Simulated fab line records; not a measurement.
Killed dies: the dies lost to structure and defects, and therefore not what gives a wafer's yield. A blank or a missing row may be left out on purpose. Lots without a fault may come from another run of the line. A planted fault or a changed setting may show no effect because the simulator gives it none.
fab line records	flow n5_finfet	part 1 of 2: steps 1 to 4 of 6
record: lots: 20	wafers: 60	last_day: 17
route steps=1938 shown BEOL_M5@1137 BEOL_M6@1231
lots with no fault: from the same line, run without faults
start_h: hours from the record's opening day to when the first of the lot's shown wafers began	wait_h: hours from the lot's prior step to this one	" same as the row above	L1.1+2: one row covering several wafers at once	- no value, or no start given	* or withheld: withheld	< > ~ a bound
route shown NAME@n: names a module that has steps shown in the file, with the first one's number in the route	usual: mean/standard deviation taken from wafers without a fault	same: alike in all rows	chamber/n: place in a boat	sites: per-site readings	_std_site: their standard deviation	_edge_site: inner sites' mean taken away from outer sites' mean	radius_mm: how far each site lies from the wafer's centre	mask NAME#n: copy n	behind: the most recent tool/chamber to have shaped the wafer	hold: reason for holding the lot/hours on hold/outcome of the hold	device: which transistor (n, p or np) failed to switch	end of line: at the end of the route, the tests of the same wafers	for a step that has no rows: nothing shown but its recipe	killed: at the first sort, the dies lost to defects and structure; wafer yield is something else	map: a wafer's dies, x killed, . not, _ none there
set.NAME: the run value of the setting; set.NAME@STEP: its run value at that earlier step	model.NAME: the simulator's own value behind a step, which no gauge read
a sample of lots followed through the steps of the route, with each step as a table and each wafer as a row
services: from which hour (start_h, from the record's first day; less than 0 if before it) a tool's chamber was out of use, for how many hours, and why
== steps ==
step: N5_BEOL_M5_STRIP_19
recipe: chemistry: O2	power_w: 400	temp_c: 40	pressure_mtorr: 30	rf_frequency_hz: 6e+07	bias_power_w: 0	overash_fraction: 0.2	o2_flow_sccm: 225
usual: drypump_motor_current_A: 5.7/0.37	oes_product_au: 0.77/0.081	rf_vpp_V: 3.7/0.49	showerhead_plenum_p_Torr: 2.08/0.07	throttle_valve_pct: 16.79/0.26
lot.wafer	tool	chamber	start_h	wait_h	drypump_motor_current_A	oes_product_au	rf_hours_counter_h	rf_vpp_V	showerhead_plenum_p_Torr	throttle_valve_pct
L074.2	rie_diel-03	1	183.23	0.1	5.1	0.67	228	4.1	2.06	17.08
L074.4	"	0	"	"	5.4	0.73	-	4.6	2.19	17.09
L074.5	"	1	"	"	5.1	0.67	-	3.1	2.06	17.07
L075.1	rie_diel-01	0	190.13	0.1	6.4	0.72	175	3.8	2.10	16.59
L075.4	"	1	"	"	5.3	0.75	158	4.6	1.98	16.70
L075.6	"	2	"	"	6.1	0.75	-	3.3	2.18	16.50
L076.2	rie_diel-01	3	198.85	0.1	6.1	0.72	202	3.3	2.01	17.28
L076.5	"	0	"	"	6.4	0.73	-	4.0	2.10	16.61
L076.6	"	2	"	"	6.1	0.74	-	3.4	2.18	16.50
L079.1	rie_diel-02	1	202.02	0.1	5.6	0.76	158	3.5	2.01	16.98
L079.2	"	0	"	"	5.6	0.93	9	3.4	2.15	16.32
L079.3	"	3	"	"	5.3	0.81	89	2.5	2.14	16.61
L078.1	rie_diel-01	0	206.54	0.2	6.4	0.72	180	4.3	2.10	16.60
L078.3	"	3	"	"	6.0	0.72	205	3.8	2.01	17.28
L078.6	"	3	"	"	6.0	0.72	-	3.3	2.01	17.27
L080.3	rie_diel-03	0	222.25	0.1	5.4	0.71	202	3.9	2.19	17.12
L080.4	"	1	"	"	5.1	0.66	241	4.3	2.05	17.10
L080.5	"	0	"	"	5.4	0.72	-	4.3	2.19	17.11
L082.1	rie_diel-01	3	227.79	0.2	6.1	0.71	213	4.0	2.00	17.31
L082.5	"	3	"	"	6.1	0.71	-	3.3	2.00	17.28
L082.6	"	2	"	"	6.1	0.74	-	3.4	2.18	16.52
L083.2	rie_diel-02	0	241.83	0.1	5.6	0.92	13	3.3	2.15	16.34
L083.3	"	2	"	"	5.9	0.74	159	3.3	2.09	16.73
L083.4	"	1	"	"	5.6	0.76	162	4.1	2.01	16.99
L085.1	rie_diel-02	3	242.19	0.2	5.3	0.81	93	3.3	2.13	16.63
L085.3	"	0	"	"	5.6	0.92	13	4.7	2.15	16.32
L085.4	"	2	"	"	5.9	0.74	160	4.4	2.09	16.73
L084.1	rie_diel-01	2	245.42	0.2	6.2	0.72	178	4.2	2.18	16.54
L084.2	"	1	"	"	5.3	0.73	174	4.9	1.97	16.75
L084.3	"	3	"	"	6.0	0.70	219	4.7	2.00	17.29
L088.1	rie_diel-03	3	250.37	0.2	5.2	0.73	172	4.4	2.00	16.82
L088.2	"	0	"	"	5.4	0.71	212	3.9	2.19	17.13
L088.5	"	3	"	"	5.2	0.72	-	3.8	2.00	16.85
L086.1	rie_diel-02	3	250.50	0.1	5.3	0.81	95	3.9	2.13	16.64
L086.3	"	0	"	"	5.6	0.90	16	3.6	2.15	16.33
L086.5	"	1	"	"	5.6	0.75	-	3.9	2.01	16.99
L087.3	rie_diel-02	3	270.82	0.1	5.3	0.81	100	3.8	2.13	16.62
L087.4	"	0	"	"	5.6	0.90	21	4.1	2.15	16.35
L087.5	"	2	"	"	5.9	0.74	-	3.6	2.08	16.73
L089.1	rie_diel-02	3	270.96	0.1	5.3	0.80	100	4.6	2.13	16.63
L089.4	"	2	"	"	5.9	0.74	168	4.4	2.08	16.73
L089.6	"	0	"	"	5.6	0.90	-	4.8	2.15	16.33
L091.1	rie_diel-02	0	292.93	0.1	5.6	0.89	29	3.6	2.15	16.36
L091.3	"	1	"	"	5.6	0.74	177	3.6	2.00	17.01
L091.6	"	1	"	"	5.6	0.74	-	3.0	2.00	17.02
L094.1	rie_diel-03	0	296.97	0.1	5.4	0.70	228	3.5	2.18	17.18
L094.2	"	2	"	"	5.9	0.89	37	2.9	2.05	16.86
L094.5	"	1	"	"	5.1	0.95	-	4.1	2.05	16.66
L092.1	rie_diel-02	0	297.15	0.2	5.6	0.88	30	3.7	2.15	16.36
L092.4	"	1	"	"	5.6	0.73	178	4.1	2.00	17.00
L092.6	"	0	"	"	5.6	0.88	-	3.9	2.15	16.35
L096.1	rie_diel-01	3	300.42	0.1	6.0	0.69	237	3.5	2.00	17.32
L096.2	"	0	"	"	6.4	0.70	212	3.3	2.09	16.67
L096.6	"	1	"	"	5.3	0.73	-	3.3	1.97	16.78
L093.3	rie_diel-02	1	300.59	0.1	5.6	0.72	179	3.8	2.00	17.01
L093.4	"	3	"	"	5.4	0.78	111	3.8	2.13	16.64
L093.5	"	2	"	"	5.9	0.72	-	3.3	2.08	16.77
L095.1	rie_diel-03	3	315.46	0.1	5.2	0.72	194	3.8	1.99	16.87
L095.2	"	1	"	"	5.1	0.94	15	4.0	2.04	16.69
L095.5	"	0	"	"	5.4	0.70	-	3.3	2.18	17.19
step: N5_BEOL_M5_STRIP_36
recipe: chemistry: N2/H2	power_w: 450	temp_c: 40	pressure_mtorr: 20	rf_frequency_hz: 6e+07	overash_fraction: 0.3	bias_power_w: 7	h2_frac: 0.5	n2_flow_sccm: 200	h2_flow_sccm: 200
usual: drypump_motor_current_A: 5.7/0.41	oes_product_au: 0.76/0.076	rf_vpp_V: 59.2/1.4	showerhead_plenum_p_Torr: 2.51/0.086	throttle_valve_pct: 23.7/0.39
lot.wafer	tool	chamber	start_h	wait_h	drypump_motor_current_A	oes_product_au	rf_hours_counter_h	rf_vpp_V	showerhead_plenum_p_Torr	throttle_valve_pct
L074.2	rie_diel-02	0	184.69	0.0	5.6	0.94	4	57.9	2.61	23.4
L074.4	"	2	"	"	5.9	0.74	152	58.8	2.53	23.5
L074.5	"	0	"	"	5.6	0.94	-	60.0	2.61	23.3
L075.1	rie_diel-01	0	190.91	0.0	6.4	0.72	175	58.0	2.51	23.3
L075.4	"	3	"	"	6.1	0.71	200	57.9	2.40	24.3
L075.6	"	1	"	"	5.3	0.75	-	58.0	2.43	24.1
L076.2	rie_diel-03	1	200.04	0.0	5.1	0.68	234	58.4	2.51	24.3
L076.5	"	3	"	"	5.2	0.75	-	58.2	2.42	23.7
L076.6	"	0	"	"	5.4	0.73	-	59.4	2.65	24.0
L079.1	rie_diel-01	1	205.36	0.0	5.3	0.74	160	59.5	2.43	24.1
L079.2	"	2	"	"	6.2	0.74	161	57.8	2.64	23.2
L079.3	"	3	"	"	6.1	0.72	204	60.7	2.40	24.3
L078.1	rie_diel-03	2	208.94	0.0	5.9	0.99	4	59.4	2.48	23.9
L078.3	"	0	"	"	5.3	0.72	196	59.4	2.65	24.0
L078.6	"	1	"	"	5.1	0.67	-	55.9	2.51	24.3
L080.3	rie_diel-01	2	224.38	0.0	6.1	0.74	169	57.6	2.64	23.3
L080.4	"	0	"	"	6.4	0.72	186	57.7	2.51	23.3
L080.5	"	3	"	"	6.1	0.71	-	57.1	2.40	24.3
L082.1	rie_diel-01	3	230.67	0.0	6.1	0.71	215	62.2	2.40	24.3
L082.5	"	1	"	"	5.3	0.74	-	59.9	2.43	24.0
L082.6	"	2	"	"	6.1	0.74	-	60.7	2.64	23.2
L083.2	rie_diel-01	0	242.56	0.0	6.4	0.72	193	61.1	2.50	23.3
L083.3	"	1	"	"	5.3	0.74	173	57.9	2.42	24.1
L083.4	"	2	"	"	6.1	0.73	176	59.0	2.63	23.3
L085.1	rie_diel-01	2	243.05	0.0	6.1	0.74	177	56.6	2.63	23.2
L085.3	"	1	"	"	5.3	0.74	173	58.0	2.42	24.1
L085.4	"	0	"	"	6.4	0.70	193	58.6	2.50	23.3
L084.1	rie_diel-02	0	248.59	0.0	5.6	0.93	15	58.0	2.61	23.4
L084.2	"	3	"	"	5.4	0.82	95	62.5	2.54	23.2
L084.3	"	1	"	"	5.6	0.75	164	58.9	2.42	23.8
L088.1	rie_diel-03	3	252.05	0.0	5.2	0.74	172	57.5	2.42	23.7
L088.2	"	2	"	"	5.9	0.93	21	56.8	2.47	23.9
L088.5	"	3	"	"	5.2	0.75	-	58.0	2.42	23.7
L086.1	rie_diel-01	2	252.54	0.0	6.1	0.72	180	57.3	2.63	23.3
L086.3	"	1	"	"	5.3	0.76	176	59.9	2.42	24.1
L086.5	"	1	"	"	5.3	0.75	-	61.0	2.42	24.0
L089.1	rie_diel-01	2	272.29	0.0	6.1	0.73	186	58.3	2.63	23.3
L089.4	"	1	"	"	5.3	0.74	182	57.3	2.42	24.1
L089.6	"	1	"	"	5.3	0.73	-	57.2	2.42	24.1
L087.3	rie_diel-02	1	272.42	0.0	5.6	0.74	171	57.1	2.42	23.8
L087.4	"	3	"	"	5.3	0.80	101	59.2	2.54	23.2
L087.5	"	2	"	"	5.8	0.73	-	60.7	2.53	23.5
L091.1	rie_diel-02	0	296.29	0.0	5.6	0.88	30	60.2	2.60	23.4
L091.3	"	3	"	"	5.3	0.78	110	58.8	2.54	23.2
L091.6	"	2	"	"	5.9	0.74	-	57.7	2.52	23.5
L092.1	rie_diel-01	2	299.13	0.0	6.1	0.71	194	59.0	2.63	23.3
L092.4	"	3	"	"	6.0	0.68	236	60.6	2.39	24.4
L092.6	"	3	"	"	6.1	0.69	-	60.0	2.39	24.3
L094.1	rie_diel-02	0	299.46	0.0	5.6	0.88	31	58.8	2.60	23.4
L094.2	"	1	"	"	5.6	0.73	179	59.9	2.42	23.9
L094.5	"	1	"	"	5.6	0.73	-	58.7	2.42	23.8
L093.3	rie_diel-02	1	302.90	0.0	5.6	0.74	180	58.8	2.42	23.8
L093.4	"	0	"	"	5.6	0.88	32	60.8	2.60	23.4
L093.5	"	1	"	"	5.6	0.74	-	59.4	2.42	23.9
L096.1	rie_diel-01	2	303.08	0.0	6.1	0.72	195	58.7	2.63	23.3
L096.2	"	0	"	"	6.4	0.69	213	59.9	2.49	23.3
L096.6	"	0	"	"	6.4	0.69	-	61.3	2.49	23.3
L095.1	rie_diel-03	0	319.08	0.0	5.4	0.70	235	61.7	2.63	24.0
L095.2	"	3	"	"	5.2	0.72	196	60.7	2.41	23.7
L095.5	"	0	"	"	5.4	0.70	-	59.3	2.63	24.0
step: N5_BEOL_M5_STRIP_91
recipe: chemistry: N2/H2	time_s: 10	power_w: 450	temp_c: 40	pressure_mtorr: 20	rf_frequency_hz: 6e+07	bias_power_w: 7	n2_flow_sccm: 200	h2_flow_sccm: 200
usual: drypump_motor_current_A: 5.7/0.4	oes_product_au: 0.76/0.076	rf_vpp_V: 59.1/0.88	showerhead_plenum_p_Torr: 2.51/0.086	throttle_valve_pct: 23.7/0.39
lot.wafer	tool	chamber	start_h	wait_h	drypump_motor_current_A	oes_product_au	rf_hours_counter_h	rf_vpp_V	showerhead_plenum_p_Torr	throttle_valve_pct
L074.2	rie_diel-02	0	-	-	5.6	0.95	4	58.5	2.61	23.4
L074.4	"	2	"	"	5.9	0.76	152	59.8	2.53	23.5
L074.5	"	0	"	"	5.6	0.96	-	57.6	2.61	23.3
L075.1	rie_diel-01	0	-	-	6.4	0.72	175	58.1	2.51	23.3
L075.4	"	3	"	"	6.1	0.72	200	58.4	2.40	24.3
L075.6	"	1	"	"	5.3	0.76	-	58.3	2.43	24.1
L076.2	rie_diel-03	1	-	-	5.1	0.66	234	58.8	2.51	24.3
L076.5	"	3	"	"	5.2	0.75	-	58.0	2.42	23.7
L076.6	"	0	"	"	5.3	0.72	-	59.7	2.65	24.0
L079.1	rie_diel-01	1	-	-	5.3	0.75	160	59.1	2.43	24.1
L079.2	"	2	"	"	6.1	0.75	161	60.1	2.64	23.2
L079.3	"	3	"	"	6.1	0.72	204	59.3	2.40	24.3
L078.1	rie_diel-03	2	-	-	5.9	0.99	4	59.0	2.48	23.9
L078.3	"	0	"	"	5.4	0.72	196	58.6	2.65	24.0
L078.6	"	1	"	"	5.1	0.66	-	59.6	2.51	24.3
L080.3	rie_diel-01	2	-	-	6.1	0.73	169	59.6	2.64	23.2
L080.4	"	0	"	"	6.4	0.71	186	59.7	2.51	23.3
L080.5	"	3	"	"	6.1	0.71	-	60.0	2.40	24.3
L082.1	rie_diel-01	3	-	-	6.1	0.71	215	58.4	2.40	24.3
L082.5	"	1	"	"	5.3	0.75	-	59.0	2.43	24.1
L082.6	"	2	"	"	6.1	0.74	-	58.9	2.64	23.2
L083.2	rie_diel-01	0	-	-	6.5	0.71	193	61.0	2.50	23.3
L083.3	"	1	"	"	5.3	0.75	173	58.8	2.42	24.1
L083.4	"	2	"	"	6.1	0.73	176	60.0	2.64	23.3
L085.1	rie_diel-01	2	-	-	6.1	0.74	177	58.5	2.63	23.2
L085.3	"	1	"	"	5.3	0.75	173	57.9	2.42	24.1
L085.4	"	0	"	"	6.4	0.71	193	57.5	2.50	23.3
L084.1	rie_diel-02	0	-	-	5.6	0.91	15	60.2	2.61	23.4
L084.2	"	3	"	"	5.4	0.80	95	58.0	2.54	23.2
L084.3	"	1	"	"	5.6	0.74	164	59.1	2.42	23.8
L088.1	rie_diel-03	3	-	-	5.2	0.74	172	59.5	2.42	23.7
L088.2	"	2	"	"	5.9	0.94	21	60.1	2.47	23.9
L088.5	"	3	"	"	5.2	0.74	-	58.0	2.42	23.7
L086.1	rie_diel-01	2	-	-	6.1	0.73	180	59.7	2.63	23.2
L086.3	"	1	"	"	5.3	0.75	176	59.3	2.42	24.1
L086.5	"	1	"	"	5.3	0.73	-	58.5	2.42	24.1
L089.1	rie_diel-01	2	-	-	6.1	0.72	186	58.6	2.63	23.3
L089.4	"	1	"	"	5.3	0.74	182	60.9	2.42	24.1
L089.6	"	1	"	"	5.3	0.74	-	59.1	2.42	24.1
L087.3	rie_diel-02	1	-	-	5.6	0.74	171	58.5	2.42	23.8
L087.4	"	3	"	"	5.3	0.80	101	57.1	2.54	23.2
L087.5	"	2	"	"	5.9	0.74	-	58.7	2.53	23.5
L091.1	rie_diel-02	0	-	-	5.6	0.87	30	60.3	2.60	23.4
L091.3	"	3	"	"	5.4	0.79	110	59.5	2.54	23.2
L091.6	"	2	"	"	5.9	0.73	-	58.5	2.52	23.5
L092.1	rie_diel-01	2	-	-	6.1	0.71	194	59.7	2.63	23.3
L092.4	"	3	"	"	6.0	0.70	236	59.0	2.39	24.3
L092.6	"	3	"	"	6.1	0.69	-	59.3	2.39	24.3
L094.1	rie_diel-02	0	-	-	5.6	0.89	31	59.1	2.60	23.4
L094.2	"	1	"	"	5.6	0.74	179	58.4	2.42	23.9
L094.5	"	1	"	"	5.6	0.74	-	58.6	2.42	23.8
L093.3	rie_diel-02	1	-	-	5.6	0.73	180	57.6	2.42	23.9
L093.4	"	0	"	"	5.6	0.88	32	58.2	2.60	23.4
L093.5	"	1	"	"	5.6	0.73	-	58.9	2.42	23.9
L096.1	rie_diel-01	2	-	-	6.1	0.72	195	59.9	2.63	23.3
L096.2	"	0	"	"	6.4	0.70	213	58.9	2.50	23.3
L096.6	"	0	"	"	6.4	0.70	-	59.5	2.50	23.3
L095.1	rie_diel-03	0	-	-	5.4	0.70	235	61.0	2.63	24.0
L095.2	"	3	"	"	5.2	0.71	196	59.1	2.41	23.7
L095.5	"	0	"	"	5.4	0.71	-	59.7	2.63	24.0
step: N5_BEOL_M5_DEP_56
recipe: material: SiCN	target_thk_a: 80	temp_c: withheld	precursor: 3MS/NH3	pressure_torr: 3	rf_w: 202	time_s: 14
usual: rf_fwd_power_W: 198.9/0.91	showerhead_plenum_p_Torr: 3.660/0.011	throttle_valve_pct: 8.8/0.42
lot.wafer	tool	chamber	start_h	wait_h	rf_fwd_power_W	showerhead_plenum_p_Torr	throttle_valve_pct
L074.2	pecvd-04	0	191.60	0.0	199.1	3.667	9.3
L074.4	"	2	"	"	199.1	3.663	8.9
L074.5	"	0	"	"	199.2	3.664	8.8
L075.1	pecvd-04	0	198.60	0.0	199.2	3.666	9.1
L075.4	"	1	"	"	199.5	3.643	9.0
L075.6	"	2	"	"	199.1	3.654	9.0
L076.2	pecvd-02	1	206.96	0.0	199.9	3.663	8.6
L076.5	"	0	"	"	199.0	3.655	8.4
L076.6	"	1	"	"	199.5	3.657	8.6
L079.1	pecvd-04	2	212.79	0.0	200.1	3.654	8.6
L079.2	"	0	"	"	199.4	3.662	8.8
L079.3	"	1	"	"	199.1	3.634	9.1
L078.1	pecvd-04	0	216.88	0.0	199.2	3.674	9.1
L078.3	"	1	"	"	198.8	3.634	8.9
L078.6	"	1	"	"	198.6	3.645	9.2
L080.3	pecvd-01	0	231.31	0.0	197.9	3.682	8.6
L080.4	"	1	"	"	199.7	3.658	9.7
L080.5	"	0	"	"	198.2	3.684	8.4
L082.1	pecvd-01	1	238.58	0.0	198.6	3.660	9.4
L082.5	"	0	"	"	197.8	3.660	8.6
L082.6	"	1	"	"	198.4	3.661	9.6
L083.2	pecvd-01	0	250.24	0.0	197.5	3.670	8.5
L083.3	"	2	"	"	197.2	3.658	9.0
L083.4	"	0	"	"	197.8	3.676	8.7
L085.1	pecvd-04	2	250.34	0.0	198.6	3.651	8.7
L085.3	"	0	"	"	199.2	3.680	9.1
L085.4	"	2	"	"	198.5	3.655	9.1
L084.1	pecvd-04	2	256.46	0.0	198.8	3.649	9.1
L084.2	"	0	"	"	199.3	3.675	8.8
L084.3	"	1	"	"	200.1	3.645	9.0
L088.1	pecvd-01	2	259.25	0.0	198.6	3.665	9.1
L088.2	"	1	"	"	199.6	3.660	9.5
L088.5	"	1	"	"	198.8	3.652	9.4
L086.1	pecvd-01	1	261.80	0.0	198.4	3.673	9.4
L086.3	"	0	"	"	196.8	3.669	8.6
L086.5	"	1	"	"	198.7	3.675	9.3
L089.1	pecvd-02	2	279.09	0.0	199.5	3.651	7.4
L089.4	"	2	"	"	200.2	3.662	7.7
L089.6	"	1	"	"	201.0	3.665	8.6
L087.3	pecvd-04	0	279.33	0.0	200.4	3.663	8.7
L087.4	"	2	"	"	199.0	3.652	8.7
L087.5	"	0	"	"	200.8	3.670	8.7
L091.1	pecvd-01	0	303.35	0.0	197.3	3.662	8.6
L091.3	"	2	"	"	198.8	3.661	8.8
L091.6	"	0	"	"	197.6	3.679	8.7
L092.1	pecvd-02	2	305.91	0.0	200.1	3.656	7.9
L092.4	"	0	"	"	199.2	3.639	8.3
L092.6	"	1	"	"	200.0	3.658	8.3
L094.1	pecvd-04	1	307.97	0.0	199.9	3.649	9.1
L094.2	"	2	"	"	198.4	3.646	9.0
L094.5	"	2	"	"	198.1	3.640	8.9
L093.3	pecvd-04	2	310.30	0.0	198.6	3.652	8.9
L093.4	"	0	"	"	199.3	3.675	9.0
L093.5	"	2	"	"	198.5	3.652	8.9
L096.1	pecvd-01	1	310.41	0.0	200.0	3.661	9.2
L096.2	"	0	"	"	196.8	3.676	8.4
L096.6	"	1	"	"	199.8	3.655	9.5
L095.1	pecvd-02	2	325.97	0.0	199.2	3.662	7.7
L095.2	"	0	"	"	199.9	3.648	8.3
L095.5	"	2	"	"	199.3	3.655	8.0
